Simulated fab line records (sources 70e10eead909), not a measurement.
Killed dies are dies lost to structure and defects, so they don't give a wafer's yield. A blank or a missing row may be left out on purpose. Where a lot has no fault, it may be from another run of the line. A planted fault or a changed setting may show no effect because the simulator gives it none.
Which tool did it? | flow nand harc | 15 lots, 43 wafers sampled, at 6 steps of a route of 1159

## WHAT THE GAUGES READ, wafer by wafer
NHARC_A_ONON_D1_THK_MEAS_02: measures by ellipsometry.
lot  | measured     | on            | thk nm (nm)
L900 | day 7 19:57  | film metro-01 | 1001 1002 1002
L902 | day 7 19:54  | film metro-01 | 997 994 996
L901 | day 8 02:36  | film metro-01 | 1011 1011 1010
L904 | day 8 06:12  | film metro-01 | 996 996 995
L903 | day 8 12:13  | film metro-02 | 980 982 982
L905 | day 8 12:13  | film metro-01 | 1002 1003 1001
L906 | day 8 23:56  | film metro-01 | 990 987 988
L907 | day 9 10:25  | film metro-02 | 1013 1014 1014
L908 | day 9 16:32  | film metro-02 | 998 996 997
L915 | day 10 17:42 | film metro-01 | 1001 1002 1004
L913 | day 10 17:41 | film metro-02 | 996 997 997
L911 | day 10 17:44 | film metro-02 | 1012 1013 1013
L920 | day 12 11:22 | film metro-01 | 1010 1009 1008
L921 | day 12 18:41 | film metro-01 | 1016 1016
L922 | day 12 23:07 | film metro-01 | 990 992

NHARC_A_ONON_D1_THK_MEAS_11: measures by ellipsometry.
lot  | measured     | on            | thk nm (nm)
L900 | day 7 21:39  | film metro-02 | 995 996 995
L902 | day 7 21:36  | film metro-02 | 1000 1002 1000
L901 | day 8 04:19  | film metro-02 | 1024 1023 1022
L904 | day 8 07:53  | film metro-01 | 1007 1003 1005
L903 | day 8 13:56  | film metro-01 | 1022 1020 1023
L905 | day 8 13:55  | film metro-02 | 999 1000 998
L906 | day 9 01:38  | film metro-02 | 1020 1020 1021
L907 | day 9 12:07  | film metro-01 | 1015 1015 1014
L908 | day 9 18:14  | film metro-02 | 1019 1020 1018
L915 | day 10 19:24 | film metro-02 | 1010 1009 1008
L913 | day 10 19:23 | film metro-01 | 1016 1016 1014
L911 | day 10 19:26 | film metro-01 | 1000 999 998
L920 | day 12 13:06 | film metro-01 | 982 981 801
L921 | day 12 20:23 | film metro-02 | 989 808
L922 | day 13 00:49 | film metro-01 | 1008 827

NHARC_END_SORT_01.
lot  | measured     | on        | killed at array | killed at other | killed at periphery | killed dies | killed open | killed short
L902 | day 19 22:28 | prober-01 | 23 17 26        | 0 0 1           | 3 1 1               | 26 18 28    | 4 1 6       | 3 4 2
L905 | day 19 22:29 | prober-02 | 15 13 17        | 2 2 0           | 2 2 4               | 19 17 21    | 4 6 3       | 0 2 4
L906 | day 20 17:07 | prober-02 | 11 18 19        | 0 0 0           | 4 5 14              | 15 23 33    | 2 4 5       | 2 2 2
L907 | day 21 15:35 | prober-02 | 27 39 17        | 0 0 1           | 7 2 2               | 34 41 20    | 6 3 3       | 2 5 1
L908 | day 21 07:55 | prober-02 | 21 18 25        | 0 0 1           | 4 1 2               | 25 19 28    | 5 2 4       | 0 4 2
L913 | day 22 21:52 | prober-01 | 32 25 31        | 0 0 0           | 2 2 6               | 34 27 37    | 3 6 8       | 2 0 4
L911 | day 22 00:53 | prober-01 | 42 45 42        | 1 2 1           | 1 0 4               | 44 47 47    | 2 1 2       | 1 1 1

## WHICH TOOL RAN EACH LOT (tool, then ch and the chambers of the sampled wafers, then the start)
lot  | NHARC_P_BONDPAD_PRE_CLEAN_26            | NHARC_A_ONON_D1_DEP_09           | NHARC_A_CHANNEL_HOLE_D1_DEP_01
L900 | pvd sputter-03, day 7 19:57 or earlier  | pecvd onon-01 ch 0, day 7 21:08  | pecvd-02 ch 1,2, day 8 16:45
L902 | pvd sputter-02, day 7 19:54 or earlier  | pecvd onon-02 ch 0, day 7 21:05  | pecvd-04 ch 0,1,2, day 8 16:38
L901 | pvd sputter-03, day 8 02:36 or earlier  | pecvd onon-01 ch 0, day 8 03:48  | pecvd-01 ch 1,2, day 8 21:07
L904 | pvd sputter-02, day 8 06:12 or earlier  | pecvd onon-01 ch 0, day 8 07:23  | pecvd-01 ch 0,1, day 8 22:49
L903 | pvd sputter-03, day 8 12:13 or earlier  | pecvd onon-03 ch 0, day 8 13:29  | pecvd-01 ch 0,1, day 9 05:20
L905 | pvd sputter-02, day 8 12:13 or earlier  | pecvd onon-02 ch 0, day 8 13:24  | pecvd-02 ch 1,2, day 9 04:59
L906 | pvd sputter-02, day 8 23:56 or earlier  | pecvd onon-01 ch 0, day 9 01:14  | pecvd-04 ch 1,2, day 9 17:05
L907 | pvd sputter-02, day 9 10:25 or earlier  | pecvd onon-03 ch 0, day 9 11:37  | pecvd-04 ch 0,1, day 10 03:19
L908 | pvd sputter-02, day 9 16:32 or earlier  | pecvd onon-02 ch 0, day 9 17:43  | pecvd-01 ch 0,1, day 10 06:43
L915 | pvd sputter-02, day 10 17:42 or earlier | pecvd onon-03 ch 0, day 10 18:57 | pecvd-04 ch 1,2, day 11 07:56
L913 | pvd sputter-01, day 10 17:41 or earlier | pecvd onon-02 ch 0, day 10 18:56 | pecvd-04 ch 1,2, day 11 08:19
L911 | pvd sputter-03, day 10 17:44 or earlier | pecvd onon-01 ch 0, day 10 18:55 | pecvd-02 ch 0,1,2, day 11 07:59
L920 | pvd sputter-03, day 12 11:22 or earlier | pecvd onon-02 ch 0, day 12 12:34 | pecvd-01 ch 0,1,2, day 13 03:26
L921 | pvd sputter-03, day 12 18:41 or earlier | pecvd onon-02 ch 0, day 12 19:52 | pecvd-02 ch 1,2, day 13 10:18
L922 | pvd sputter-02, day 12 23:07 or earlier | pecvd onon-02 ch 0, day 13 00:25 | pecvd-01 ch 1, day 13 17:01
- NHARC_P_BONDPAD_PRE_CLEAN_26: time 30 s.
- NHARC_A_ONON_D1_DEP_09: target thk 1000 nm.
- NHARC_A_CHANNEL_HOLE_D1_DEP_01: deposits SiON, target thk 140 nm.

## AS READ BY THE TOOLS THEMSELVES (means over the sampled wafers that have a number; for cases with no such wafer, the mark the record gives instead)
NHARC_P_BONDPAD_PRE_CLEAN_26.
lot  | tool           | heater power w (W)
L900 | pvd sputter-03 | 369
L902 | pvd sputter-02 | 373
L901 | pvd sputter-03 | 367
L904 | pvd sputter-02 | 381
L903 | pvd sputter-03 | 366
L905 | pvd sputter-02 | 378
L906 | pvd sputter-02 | 379
L907 | pvd sputter-02 | 433
L908 | pvd sputter-02 | 432
L915 | pvd sputter-02 | 392
L913 | pvd sputter-01 | 378
L911 | pvd sputter-03 | 382
L920 | pvd sputter-03 | 375
L921 | pvd sputter-03 | 395
L922 | pvd sputter-02 | 398

NHARC_A_ONON_D1_DEP_09.
lot  | tool          | n2 flow sccm (sccm)
L900 | pecvd onon-01 | 2751
L902 | pecvd onon-02 | 2744
L901 | pecvd onon-01 | 2750
L904 | pecvd onon-01 | 2740
L903 | pecvd onon-03 | 2742
L905 | pecvd onon-02 | 2743
L906 | pecvd onon-01 | 2755
L907 | pecvd onon-03 | 2749
L908 | pecvd onon-02 | 2755
L915 | pecvd onon-03 | 2743
L913 | pecvd onon-02 | 2745
L911 | pecvd onon-01 | 2752
L920 | pecvd onon-02 | 2744
L921 | pecvd onon-02 | 2750
L922 | pecvd onon-02 | 2756

NHARC_A_CHANNEL_HOLE_D1_DEP_01.
lot  | tool     | heater power w (W) | rf fwd power W (W)
L900 | pecvd-02 | 666                | 348.6
L902 | pecvd-04 | 725                | 348.9
L901 | pecvd-01 | 764                | 347.8
L904 | pecvd-01 | 864                | 347.9
L903 | pecvd-01 | 811                | 348.8
L905 | pecvd-02 | 615                | 348.8
L906 | pecvd-04 | 696                | 348.4
L907 | pecvd-04 | 672                | 349.6
L908 | pecvd-01 | 872                | 347.1
L915 | pecvd-04 | 739                | 348.7
L913 | pecvd-04 | 728                | 347.7
L911 | pecvd-02 | 704                | 348.9
L920 | pecvd-01 | 720                | 348.5
L921 | pecvd-02 | 676                | 347.6
L922 | pecvd-01 | 844                | 348.2

## THE ANSWER, worked out from the rows above alone
Rule: what is usual is taken from the lots themselves. The widest of any qualifying gaps counts: lots, ordered by their means at a reading, are off when they make up no more than a third of the lots, leave a main group of 4 or more, and stand apart from it by 3 or more times the standard deviation of that group's means. If all means in a main group match to the digits the tables above print for the reading, that group is not used. Also off: a lot with no number at a reading for which 4 or more lots have one. The other lots that the step has rows for count as sound. After the gauges, taken in route order, come the tools' own readings; for these a lot's mean is taken, as printed above. The first step at which some lot is off is used, and at that step the reading that is off furthest; a lot without a number counts as furthest.
Off: L920, L921, L922, at NHARC_A_ONON_D1_THK_MEAS_11 (thk nm). The main group: mean 1010 nm, standard deviation 9.6.
If a tool, at a process step before that reading, ran all the lots that are off and no sound lot after the first of them, it fits. The gauges at NHARC_A_ONON_D1_THK_MEAS_11 are tried like those tools. NHARC_P_BONDPAD_PRE_CLEAN_26: start missing for some lots; hours and lot order therefore follow NHARC_A_ONON_D1_THK_MEAS_02. One fits: NHARC_A_ONON_D1_DEP_09 on pecvd onon-02. A fault onset in the window from L913 (day 10 18:56, its last sound lot) to L920 (day 12 12:34, its first lot off) fits.

## WHAT THE SIMULATOR HAD PUT IN
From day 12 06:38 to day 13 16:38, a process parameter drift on pecvd onon-02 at NHARC_A_ONON_D1_DEP_09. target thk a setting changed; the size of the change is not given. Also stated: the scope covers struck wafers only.
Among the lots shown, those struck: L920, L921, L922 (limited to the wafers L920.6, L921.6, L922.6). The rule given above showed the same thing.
